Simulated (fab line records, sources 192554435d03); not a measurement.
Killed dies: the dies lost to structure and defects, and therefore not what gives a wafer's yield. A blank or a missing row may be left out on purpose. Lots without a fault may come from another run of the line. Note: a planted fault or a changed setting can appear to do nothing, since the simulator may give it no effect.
Which tool was responsible? :: flow n5-finfet :: 8 lots with 24 wafers sampled at 7 steps, on a route of 1938 steps

== WHAT EACH GAUGE READ, for each wafer ==
N5_BEOL_M0_SAQP_INSPECT_42: inspects for defects (brightfield). Usual: raw-defect-count reads 282 (standard deviation 78).
lot: L911
measured: day 5 20:43
on: defect-inspect-02
raw-defect-count: 286 327 281
flag: 

lot: L917
measured: day 7 09:23
on: defect-inspect-01
raw-defect-count: 265 248 321
flag: 

lot: L919
measured: day 8 00:43
on: defect-inspect-02
raw-defect-count: 303 219 360
flag: 

lot: L929
measured: day 10 12:58
on: defect-inspect-02
raw-defect-count: 692 226 279
flag: 

lot: L930
measured: day 10 19:56
on: defect-inspect-02
raw-defect-count: 681 226 217
flag: 

lot: L931
measured: day 11 00:03
on: defect-inspect-02
raw-defect-count: 274 256 194
flag: 

lot: L932
measured: day 11 04:27
on: defect-inspect-02
raw-defect-count: 412 292 460
flag: 

lot: L933
measured: day 11 13:01
on: defect-inspect-01
raw-defect-count: 341 245 390
flag: 

N5_BEOL_M0_CUTY_INSPECT_59: inspects for defects (macro). Usual: raw-defect-count reads 2.1 (standard deviation 1.3).
lot: L911
measured: day 5 22:07
on: defect-inspect-02
raw-defect-count: 1 4 4
flag: 

lot: L917
measured: day 7 10:47
on: defect-inspect-02
raw-defect-count: 4 1 3
flag: 

lot: L919
measured: day 8 02:08
on: defect-inspect-02
raw-defect-count: 6 1 1
flag: 

lot: L929
measured: day 10 14:25
on: defect-inspect-01
raw-defect-count: >300 0 1
flag: 

lot: L930
measured: day 10 21:20
on: defect-inspect-01
raw-defect-count: >300 1 2
flag: 

lot: L931
measured: day 11 01:26
on: defect-inspect-02
raw-defect-count: 2 1 2
flag: 

lot: L932
measured: day 11 05:43
on: defect-inspect-01
raw-defect-count: 1 1 3
flag: 

lot: L933
measured: day 11 14:31
on: defect-inspect-02
raw-defect-count: 2 6 0
flag: 

N5_BEOL_M4_RC_MEAS_101. Usual: DIBL_N 37.5 mV/V, standard deviation 2.5; DIBL_P 38 mV/V, standard deviation 3.1; IOFF_N 0.19 nA/um, standard deviation 0.059; IOFF_P 0.24 nA/um, standard deviation 0.061; ION_N 679 uA/um, standard deviation 16; ION_P 465 uA/um, standard deviation 9.8; SS_N 72.0 mV/dec, standard deviation 0.8; SS_P 73.7 mV/dec, standard deviation 0.86; VT_N 248 mV, standard deviation 4.5; VT_P -249 mV, standard deviation 3.5.
lot: L911
measured: day 8 02:04
on: prober-02
DIBL_N (mV/V): 37.3 37.3 37.4
DIBL_P (mV/V): 38 40 38
IOFF_N (nA/um): 0.18 0.19 0.18
IOFF_P (nA/um): 0.23 0.27 0.22
ION_N (uA/um): 677 675 676
ION_P (uA/um): 459 465 460
SS_N (mV/dec): 72.0 72.5 72.6
SS_P (mV/dec): 73.5 74.2 73.8
VT_N (mV): 250 248 255
VT_P (mV): -250 -248 -252
flag: 

lot: L917
measured: day 10 05:40
on: prober-02
DIBL_N (mV/V): 35.9 37.2 33.6
DIBL_P (mV/V): 37 37 34
IOFF_N (nA/um): 0.16 0.19 0.11
IOFF_P (nA/um): 0.20 0.20 0.17
ION_N (uA/um): 667 680 659
ION_P (uA/um): 459 461 451
SS_N (mV/dec): 72.3 72.0 70.9
SS_P (mV/dec): 73.8 73.0 73.0
VT_N (mV): 251 249 255
VT_P (mV): -252 -251 -254
flag: 

lot: L919
measured: day 10 09:25
on: prober-01
DIBL_N (mV/V): 41.4 37.6 38.9
DIBL_P (mV/V): 40 35 38
IOFF_N (nA/um): 0.27 0.15 0.19
IOFF_P (nA/um): 0.33 0.21 0.28
ION_N (uA/um): 702 671 679
ION_P (uA/um): 477 458 468
SS_N (mV/dec): 72.5 71.6 72.4
SS_P (mV/dec): 74.7 73.5 73.4
VT_N (mV): 244 255 246
VT_P (mV): -244 -247 -244
flag: 

lot: L929
measured: day 13 00:09
on: prober-02
DIBL_N (mV/V): 37.6 35.7 37.4
DIBL_P (mV/V): 37 34 36
IOFF_N (nA/um): 0.19 0.16 0.20
IOFF_P (nA/um): 0.24 0.21 0.24
ION_N (uA/um): 683 667 685
ION_P (uA/um): 463 462 466
SS_N (mV/dec): 72.1 71.5 72.0
SS_P (mV/dec): 73.9 73.3 73.8
VT_N (mV): 249 249 244
VT_P (mV): -249 -250 -250
flag: 

lot: L930
measured: day 13 22:40
on: prober-02
DIBL_N (mV/V): 40.5 38.6 39.9
DIBL_P (mV/V): 38 36 38
IOFF_N (nA/um): 0.23 0.17 0.21
IOFF_P (nA/um): 0.26 0.22 0.25
ION_N (uA/um): 684 662 687
ION_P (uA/um): 465 460 466
SS_N (mV/dec): 72.7 73.0 71.8
SS_P (mV/dec): 73.8 73.4 74.0
VT_N (mV): 246 250 250
VT_P (mV): -249 -249 -248
flag: 

lot: L931
measured: day 13 22:26
on: prober-01
DIBL_N (mV/V): 38.6 39.0 39.9
DIBL_P (mV/V): 42 39 41
IOFF_N (nA/um): 0.21 0.20 0.23
IOFF_P (nA/um): 0.29 0.23 0.26
ION_N (uA/um): 685 676 687
ION_P (uA/um): 475 455 466
SS_N (mV/dec): 72.0 71.8 72.2
SS_P (mV/dec): 74.4 74.7 74.6
VT_N (mV): 247 247 245
VT_P (mV): -249 -251 -249
flag: 

lot: L932
measured: day 14 00:07
on: prober-02
DIBL_N (mV/V): 37.5 34.7 37.5
DIBL_P (mV/V): 39 35 40
IOFF_N (nA/um): 0.18 0.13 0.19
IOFF_P (nA/um): 0.22 0.17 0.26
ION_N (uA/um): 679 673 677
ION_P (uA/um): 466 459 463
SS_N (mV/dec): 72.5 71.5 72.1
SS_P (mV/dec): 73.7 73.4 74.5
VT_N (mV): 251 254 248
VT_P (mV): -252 -252 -249
flag: 

lot: L933
measured: day 14 05:08
on: prober-02
DIBL_N (mV/V): 36.5 36.5 36.0
DIBL_P (mV/V): 37 39 37
IOFF_N (nA/um): 0.18 0.19 0.15
IOFF_P (nA/um): 0.22 0.27 0.20
ION_N (uA/um): 681 690 677
ION_P (uA/um): 462 476 461
SS_N (mV/dec): 72.6 72.7 72.3
SS_P (mV/dec): 73.0 74.0 73.7
VT_N (mV): 250 247 253
VT_P (mV): -249 -247 -253
flag: 

== EACH LOT AND THE TOOL THAT RAN IT (in order: tool; ch and the chambers of the sampled wafers; start) ==
lot: L911
N5_BEOL_M0_SAQP_ETCH_107: rie-diel-04 ch 0,1, day 5 19:14
N5_BEOL_M0_SAQP_RECESS_109: vapor-etch-01 ch 0,1, day 5 19:25
N5_BEOL_M0_SAQP_MANDREL2_REMOVE_110: rie-si-02 ch 1,2,3, day 5 20:13
N5_BEOL_M0_SAQP_ETCH_73: rie-diel-02 ch 0,1, day 5 20:49

lot: L917
N5_BEOL_M0_SAQP_ETCH_107: rie-diel-04 ch 0,1,3, day 7 07:15
N5_BEOL_M0_SAQP_RECESS_109: vapor-etch-01 ch 0,1, day 7 07:21
N5_BEOL_M0_SAQP_MANDREL2_REMOVE_110: rie-si-01 ch 1,3, day 7 08:52
N5_BEOL_M0_SAQP_ETCH_73: rie-diel-04 ch 1,3, day 7 09:28

lot: L919
N5_BEOL_M0_SAQP_ETCH_107: rie-diel-06 ch 1,2,3, day 7 22:50
N5_BEOL_M0_SAQP_RECESS_109: vapor-etch-02 ch 0,1, day 7 22:56
N5_BEOL_M0_SAQP_MANDREL2_REMOVE_110: rie-si-04 ch 0,1,3, day 8 00:13
N5_BEOL_M0_SAQP_ETCH_73: rie-diel-06 ch 0,1,2, day 8 00:49

lot: L929
N5_BEOL_M0_SAQP_ETCH_107: rie-diel-06 ch 0,2,3, day 10 11:14
N5_BEOL_M0_SAQP_RECESS_109: vapor-etch-01 ch 0,1, day 10 11:41
N5_BEOL_M0_SAQP_MANDREL2_REMOVE_110: rie-si-02 ch 0,3, day 10 12:28
N5_BEOL_M0_SAQP_ETCH_73: rie-diel-06 ch 0,3, day 10 13:03

lot: L930
N5_BEOL_M0_SAQP_ETCH_107: rie-diel-06 ch 0,2, day 10 18:16
N5_BEOL_M0_SAQP_RECESS_109: vapor-etch-01 ch 0,1, day 10 18:24
N5_BEOL_M0_SAQP_MANDREL2_REMOVE_110: rie-si-02 ch 0,1,3, day 10 19:25
N5_BEOL_M0_SAQP_ETCH_73: rie-diel-04 ch 0,2, day 10 20:02

lot: L931
N5_BEOL_M0_SAQP_ETCH_107: rie-diel-02 ch 2,3, day 10 22:40
N5_BEOL_M0_SAQP_RECESS_109: vapor-etch-02 ch 0,1, day 10 22:46
N5_BEOL_M0_SAQP_MANDREL2_REMOVE_110: rie-si-04 ch 0,2,3, day 10 23:32
N5_BEOL_M0_SAQP_ETCH_73: rie-diel-02 ch 1,2,3, day 11 00:08

lot: L932
N5_BEOL_M0_SAQP_ETCH_107: rie-diel-06 ch 0,1,2, day 11 02:56
N5_BEOL_M0_SAQP_RECESS_109: vapor-etch-02 ch 0,1, day 11 03:02
N5_BEOL_M0_SAQP_MANDREL2_REMOVE_110: rie-si-01 ch 0,1,2, day 11 03:49
N5_BEOL_M0_SAQP_ETCH_73: rie-diel-02 ch 1,2, day 11 04:32

lot: L933
N5_BEOL_M0_SAQP_ETCH_107: rie-diel-02 ch 2,3, day 11 11:37
N5_BEOL_M0_SAQP_RECESS_109: vapor-etch-02 ch 0, day 11 11:43
N5_BEOL_M0_SAQP_MANDREL2_REMOVE_110: rie-si-02 ch 1,3, day 11 12:30
N5_BEOL_M0_SAQP_ETCH_73: rie-diel-04 ch 0,2,3, day 11 13:05
- N5_BEOL_M0_SAQP_ETCH_107: etches SiNx in CH3F/O2, target depth 30 nm.
- N5_BEOL_M0_SAQP_RECESS_109: chemistry HF/NH3, target SiO2, target depth 3 nm, afs cycles 1, sublimation time 60 s.
- N5_BEOL_M0_SAQP_MANDREL2_REMOVE_110: chemistry HBr/Cl2/O2, target a-Si, stops on SiCN, bt time 10 s.
- N5_BEOL_M0_SAQP_ETCH_73: etches SiARC in CF4, target depth 19.5 nm, time 32.5 s.

== WHAT THE TOOLS THEMSELVES READ (means of the sampled wafers that have a number; where no wafer has one, the mark that the record gives instead) ==
N5_BEOL_M0_SAQP_ETCH_107. Usual: CH3F_flow_sccm 30.00 sccm, standard deviation 0.093; drypump-motor-current-A 5.5 A, standard deviation 0.35; oes-product-au 0.78 a.u., standard deviation 0.077; rf-vpp-V 303 V, standard deviation 8.5; showerhead-plenum-p-Torr 2.01 Torr, standard deviation 0.067; throttle-valve-pct 16.39 %, standard deviation 0.18.
lot: L911
tool: rie-diel-04
CH3F_flow_sccm (sccm): 29.94
drypump-motor-current-A (A): 5.4
oes-product-au (a.u.): 0.83
rf-vpp-V (V): 308
showerhead-plenum-p-Torr (Torr): 1.97
throttle-valve-pct (%): 16.36
flag: 

lot: L917
tool: rie-diel-04
CH3F_flow_sccm (sccm): 30.01
drypump-motor-current-A (A): 5.3
oes-product-au (a.u.): 0.76
rf-vpp-V (V): 305
showerhead-plenum-p-Torr (Torr): 2.01
throttle-valve-pct (%): 16.45
flag: 

lot: L919
tool: rie-diel-06
CH3F_flow_sccm (sccm): 30.10
drypump-motor-current-A (A): 5.6
oes-product-au (a.u.): 0.83
rf-vpp-V (V): 306
showerhead-plenum-p-Torr (Torr): 2.02
throttle-valve-pct (%): 16.29
flag: 

lot: L929
tool: rie-diel-06
CH3F_flow_sccm (sccm): 29.99
drypump-motor-current-A (A): 5.6
oes-product-au (a.u.): 0.78
rf-vpp-V (V): 303
showerhead-plenum-p-Torr (Torr): 2.06
throttle-valve-pct (%): 16.28
flag: 

lot: L930
tool: rie-diel-06
CH3F_flow_sccm (sccm): 30.01
drypump-motor-current-A (A): 5.9
oes-product-au (a.u.): 0.75
rf-vpp-V (V): 298
showerhead-plenum-p-Torr (Torr): 2.02
throttle-valve-pct (%): 16.34
flag: 

lot: L931
tool: rie-diel-02
CH3F_flow_sccm (sccm): 29.97
drypump-motor-current-A (A): 5.7
oes-product-au (a.u.): 0.89
rf-vpp-V (V): 296
showerhead-plenum-p-Torr (Torr): 2.05
throttle-valve-pct (%): 16.31
flag: 

lot: L932
tool: rie-diel-06
CH3F_flow_sccm (sccm): 30.10
drypump-motor-current-A (A): 5.7
oes-product-au (a.u.): 0.77
rf-vpp-V (V): 299
showerhead-plenum-p-Torr (Torr): 2.01
throttle-valve-pct (%): 16.45
flag: 

lot: L933
tool: rie-diel-02
CH3F_flow_sccm (sccm): 29.96
drypump-motor-current-A (A): 5.7
oes-product-au (a.u.): 0.87
rf-vpp-V (V): 297
showerhead-plenum-p-Torr (Torr): 2.05
throttle-valve-pct (%): 16.32
flag: 

N5_BEOL_M0_SAQP_RECESS_109. Usual: drypump-motor-current-A reads 5.5 A (standard deviation 0.5).
lot: L911
tool: vapor-etch-01
drypump-motor-current-A (A): 5.9
flag: 

lot: L917
tool: vapor-etch-01
drypump-motor-current-A (A): 5.6
flag: 

lot: L919
tool: vapor-etch-02
drypump-motor-current-A (A): 5.3
flag: 

lot: L929
tool: vapor-etch-01
drypump-motor-current-A (A): 5.6
flag: 

lot: L930
tool: vapor-etch-01
drypump-motor-current-A (A): 5.6
flag: 

lot: L931
tool: vapor-etch-02
drypump-motor-current-A (A): 5.1
flag: 

lot: L932
tool: vapor-etch-02
drypump-motor-current-A (A): 5.2
flag: 

lot: L933
tool: vapor-etch-02
drypump-motor-current-A (A): 5.0
flag: 

N5_BEOL_M0_SAQP_MANDREL2_REMOVE_110. Usual: HBr_flow_sccm 150.0 sccm, standard deviation 0.42; drypump-motor-current-A 5.8 A, standard deviation 0.5; he-backside-leak-sccm 2.73 sccm, standard deviation 0.26; oes-product-au 0.996 a.u., standard deviation 0.017; throttle-valve-pct 36.8 %, standard deviation 0.58.
lot: L911
tool: rie-si-02
HBr_flow_sccm (sccm): 150.3
drypump-motor-current-A (A): 6.2
he-backside-leak-sccm (sccm): 2.77
oes-product-au (a.u.): 0.988
throttle-valve-pct (%): 36.9
flag: 

lot: L917
tool: rie-si-01
HBr_flow_sccm (sccm): 150.3
drypump-motor-current-A (A): 5.1
he-backside-leak-sccm (sccm): 2.65
oes-product-au (a.u.): 1.007
throttle-valve-pct (%): 36.7
flag: 

lot: L919
tool: rie-si-04
HBr_flow_sccm (sccm): 149.7
drypump-motor-current-A (A): 5.8
he-backside-leak-sccm (sccm): 2.50
oes-product-au (a.u.): 1.005
throttle-valve-pct (%): 36.5
flag: 

lot: L929
tool: rie-si-02
HBr_flow_sccm (sccm): 149.6
drypump-motor-current-A (A): 6.1
he-backside-leak-sccm (sccm): 2.56
oes-product-au (a.u.): 1.009
throttle-valve-pct (%): 36.6
flag: 

lot: L930
tool: rie-si-02
HBr_flow_sccm (sccm): 150.1
drypump-motor-current-A (A): 6.1
he-backside-leak-sccm (sccm): 2.59
oes-product-au (a.u.): 1.000
throttle-valve-pct (%): 36.8
flag: 

lot: L931
tool: rie-si-04
HBr_flow_sccm (sccm): 150.0
drypump-motor-current-A (A): 5.5
he-backside-leak-sccm (sccm): 2.69
oes-product-au (a.u.): 1.009
throttle-valve-pct (%): 36.3
flag: 

lot: L932
tool: rie-si-01
HBr_flow_sccm (sccm): 150.3
drypump-motor-current-A (A): 5.7
he-backside-leak-sccm (sccm): 3.12
oes-product-au (a.u.): 0.997
throttle-valve-pct (%): 36.4
flag: 

lot: L933
tool: rie-si-02
HBr_flow_sccm (sccm): 149.8
drypump-motor-current-A (A): 6.5
he-backside-leak-sccm (sccm): 2.67
oes-product-au (a.u.): 1.002
throttle-valve-pct (%): 36.9
flag: 

N5_BEOL_M0_SAQP_ETCH_73. Usual: drypump-motor-current-A 5.5 A, standard deviation 0.4; etch-rf-on-time-s 32.5 s, standard deviation 0.97; oes-product-au 0.67 a.u., standard deviation 0.069; rf-vpp-V 184.2 V, standard deviation 1.1; showerhead-plenum-p-Torr 2.16 Torr, standard deviation 0.065; throttle-valve-pct 15.68 %, standard deviation 0.21.
lot: L911
tool: rie-diel-02
drypump-motor-current-A (A): 5.6
etch-rf-on-time-s (s): 33.1
oes-product-au (a.u.): 0.61
rf-vpp-V (V): 184.8
showerhead-plenum-p-Torr (Torr): 2.14
throttle-valve-pct (%): 15.85
flag: 

lot: L917
tool: rie-diel-04
drypump-motor-current-A (A): 5.1
etch-rf-on-time-s (s): 33.8
oes-product-au (a.u.): 0.60
rf-vpp-V (V): 184.2
showerhead-plenum-p-Torr (Torr): 2.15
throttle-valve-pct (%): 15.81
flag: 

lot: L919
tool: rie-diel-06
drypump-motor-current-A (A): 5.7
etch-rf-on-time-s (s): 31.7
oes-product-au (a.u.): 0.69
rf-vpp-V (V): 184.1
showerhead-plenum-p-Torr (Torr): 2.16
throttle-valve-pct (%): 15.67
flag: 

lot: L929
tool: rie-diel-06
drypump-motor-current-A (A): 5.3
etch-rf-on-time-s (s): 32.7
oes-product-au (a.u.): 0.69
rf-vpp-V (V): 184.5
showerhead-plenum-p-Torr (Torr): 2.24
throttle-valve-pct (%): 15.46
flag: 

lot: L930
tool: rie-diel-04
drypump-motor-current-A (A): 5.7
etch-rf-on-time-s (s): 33.2
oes-product-au (a.u.): 0.64
rf-vpp-V (V): 183.2
showerhead-plenum-p-Torr (Torr): 2.07
throttle-valve-pct (%): 15.61
flag: 

lot: L931
tool: rie-diel-02
drypump-motor-current-A (A): 5.8
etch-rf-on-time-s (s): 31.9
oes-product-au (a.u.): 0.71
rf-vpp-V (V): 184.4
showerhead-plenum-p-Torr (Torr): 2.16
throttle-valve-pct (%): 15.61
flag: 

lot: L932
tool: rie-diel-02
drypump-motor-current-A (A): 5.9
etch-rf-on-time-s (s): 32.3
oes-product-au (a.u.): 0.65
rf-vpp-V (V): 183.9
showerhead-plenum-p-Torr (Torr): 2.11
throttle-valve-pct (%): 15.65
flag: 

lot: L933
tool: rie-diel-04
drypump-motor-current-A (A): 5.6
etch-rf-on-time-s (s): 33.3
oes-product-au (a.u.): 0.63
rf-vpp-V (V): 183.6
showerhead-plenum-p-Torr (Torr): 2.12
throttle-valve-pct (%): 15.68
flag: 

== THE ANSWER, worked out from the rows above alone ==
Rule: take the mean of a lot's wafers that have a number; if it is more than 3 standard deviations from the usual mean, the lot is off. A lot without any number at a reading at which 4 lots or more have one is off too. Where the step has rows for the other lots, those lots are counted as sound. Order of review: gauges by route order, followed by the tools' own readings, for which a lot's mean as printed above is used. The first step at which some lot is off is used, and at that step the reading that is off furthest; a lot without a number counts as furthest.
None of the lots is off at any reading shown; this tells nothing.

== WHAT THE SIMULATOR PUT IN ==
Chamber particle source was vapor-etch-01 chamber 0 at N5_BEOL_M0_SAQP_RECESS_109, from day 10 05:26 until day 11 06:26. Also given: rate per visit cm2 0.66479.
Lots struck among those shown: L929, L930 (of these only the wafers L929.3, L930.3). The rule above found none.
